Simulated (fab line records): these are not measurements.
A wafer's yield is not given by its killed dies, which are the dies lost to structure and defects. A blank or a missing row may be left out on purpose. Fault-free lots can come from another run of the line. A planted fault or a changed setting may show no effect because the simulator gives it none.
Split-lot experiment | flow n5_finfet | 39 wafers read from 7 lots, route of 1938 steps

ABOUT THE SPLIT
At N5_BEOL_M1_DEP_57 (deposits SiCN from 3MS/NH3, target thk 8 nm, time 14 s), the setting target_thk_a was moved away from the recipe's 80 angstrom on 15 of the 39 wafers read, by -24.4% to +55.5%. All remaining wafers had this setting at the recipe value.

The reading comes from the split's own step.

THE READING
SiCN_of_BEOL_M1_DEP_57.thk_nm (the simulator's own value, which no gauge read), in nm, at N5_BEOL_M1_DEP_57 (deposits SiCN from 3MS/NH3, target thk 8 nm, time 14 s). The file does not state a usual value for it. Across the 24 wafers here that went through the recipe, the average is 8.1 nm and the standard deviation 0.2 nm.

wafer  | tool, chamber at the split | target_thk_a as run, angstrom | against the recipe | SiCN_of_BEOL_M1_DEP_57.thk_nm, nm | against lot-mates on the recipe
L078.1 | pecvd-02, 1                | 120.6                         | +50.7%             | 11.8                              | +3.7
L078.2 | pecvd-02, 2                | 80                            | recipe             | 8                                 | -
L078.3 | pecvd-02, 0                | 120.6                         | +50.7%             | 12.2                              | +4.1
L078.4 | pecvd-02, 1                | 120.6                         | +50.7%             | 12                                | +3.9
L078.5 | pecvd-02, 0,2              | 80                            | recipe             | 8.2                               | -
L078.6 | pecvd-02, 0,2              | 80                            | recipe             | 8.2                               | -
L081.1 | pecvd-04, 2                | 80                            | recipe             | 8                                 | -
L081.2 | pecvd-04, 0,1              | 80                            | recipe             | 7.8                               | -
L081.3 | pecvd-04, 0,1              | 80                            | recipe             | 7.8                               | -
L083.1 | pecvd-04, 2,0              | 80                            | recipe             | 8                                 | -
L083.6 | pecvd-04, 2,0              | 80                            | recipe             | 8                                 | -
L083.2 | pecvd-04, 0                | 110.6                         | +38.2%             | 11                                | +3.1
L083.3 | pecvd-04, 1                | 80                            | recipe             | 7.8                               | -
L083.4 | pecvd-04, 2                | 110.6                         | +38.2%             | 11.2                              | +3.3
L083.5 | pecvd-04, 1                | 110.6                         | +38.2%             | 10.8                              | +2.9
L084.1 | pecvd-04, 1                | 80                            | recipe             | 8                                 | -
L084.2 | pecvd-04, 0,1,0            | 124.4                         | +55.5%             | 12.6                              | +4.3
L084.4 | pecvd-04, 0,1,0            | 124.4                         | +55.5%             | 12.6                              | +4.3
L084.5 | pecvd-04, 0,1,0            | 124.4                         | +55.5%             | 12.6                              | +4.3
L084.3 | pecvd-04, 2                | 80                            | recipe             | 8.4                               | -
L084.6 | pecvd-04, 2                | 80                            | recipe             | 8.4                               | -
L088.1 | pecvd-03, 1,2              | 103.3                         | +29.1%             | 10.6                              | +2.3
L088.5 | pecvd-03, 1,2              | 103.3                         | +29.1%             | 10.6                              | +2.3
L088.2 | pecvd-03, 2                | 103.3                         | +29.1%             | 10.4                              | +2.1
L088.3 | pecvd-03, 0                | 80                            | recipe             | 8                                 | -
L088.4 | pecvd-03, 1,0              | 80                            | recipe             | 8.4                               | -
L088.6 | pecvd-03, 1,0              | 80                            | recipe             | 8.4                               | -
L087.1 | pecvd-03, 0,2              | 80                            | recipe             | 7.8                               | -
L087.2 | pecvd-03, 0,2              | 80                            | recipe             | 7.8                               | -
L087.3 | pecvd-03, 1,2,0,1          | 80                            | recipe             | 8.2                               | -
L087.4 | pecvd-03, 1,2,0,1          | 80                            | recipe             | 8.2                               | -
L087.5 | pecvd-03, 1,2,0,1          | 80                            | recipe             | 8.2                               | -
L087.6 | pecvd-03, 1,2,0,1          | 80                            | recipe             | 8.2                               | -
L096.1 | pecvd-02, 0                | 60.45                         | -24.4%             | 6                                 | -2.1
L096.2 | pecvd-02, 1                | 60.45                         | -24.4%             | 5.8                               | -2.3
L096.3 | pecvd-02, 2                | 80                            | recipe             | 8.2                               | -
L096.4 | pecvd-02, 2                | 80                            | recipe             | 8.2                               | -
L096.5 | pecvd-02, 0                | 80                            | recipe             | 8                                 | -
L096.6 | pecvd-02, 1                | 60.45                         | -24.4%             | 6.2                               | -1.9
When a row names more than one chamber, that row covers several wafers, and the file does not tell which wafer ran in which chamber.

THE FIT
A straight line over all 39 wafers: SiCN_of_BEOL_M1_DEP_57.thk_nm changes by +0.08 nm for each +1% of target_thk_a; r = +0.99; the points scatter about the line by 0.2 nm.
The same after taking each lot's own level away (the mean of its wafers on the recipe; 39 wafers): +0.079 nm for each +1%; r = +1.00; scatter 0.16 nm.
According to that fit, moving target_thk_a by its largest amount changes the reading by 4.4 nm.
The lots' own levels span 7.87 to 8.27 nm, that is 2.0 times the standard deviation above.
The two slopes are in agreement: the lot-to-lot level therefore moves the slope only a little.
Check: +4.36 nm against its lot-mates is what the line predicts for one of the wafers moved furthest among these (+55.5%) when that wafer is left out of the fit. It came out at +4.33 nm against them.

OTHER SPLITS APPLIED TO THESE WAFERS
Other splits were also applied to these wafers ahead of the reading. Each is held against what the fit with the lots' levels taken away leaves over:
other split on the same wafers                    | wafers away from the commonest value | r with SiCN_of_BEOL_M1_DEP_57.thk_nm (lot level and that fit taken away)
N5_PMOS_HMC_CHANNEL_EPI_DEVELOP_08 develop_time_s | 9                                    | +0.19
N5_DUMMY_GATE_DESCUM_20 time_s                    | 12                                   | +0.05
N5_MOL_CONTACT_COAG_ETCH_124 target_depth_a       | 18                                   | +0.10

THE FILE'S OWN FIT
SiCN_of_BEOL_M1_DEP_57.thk_nm changes by +0.0785 nm for each +1% of target_thk_a, r = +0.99.
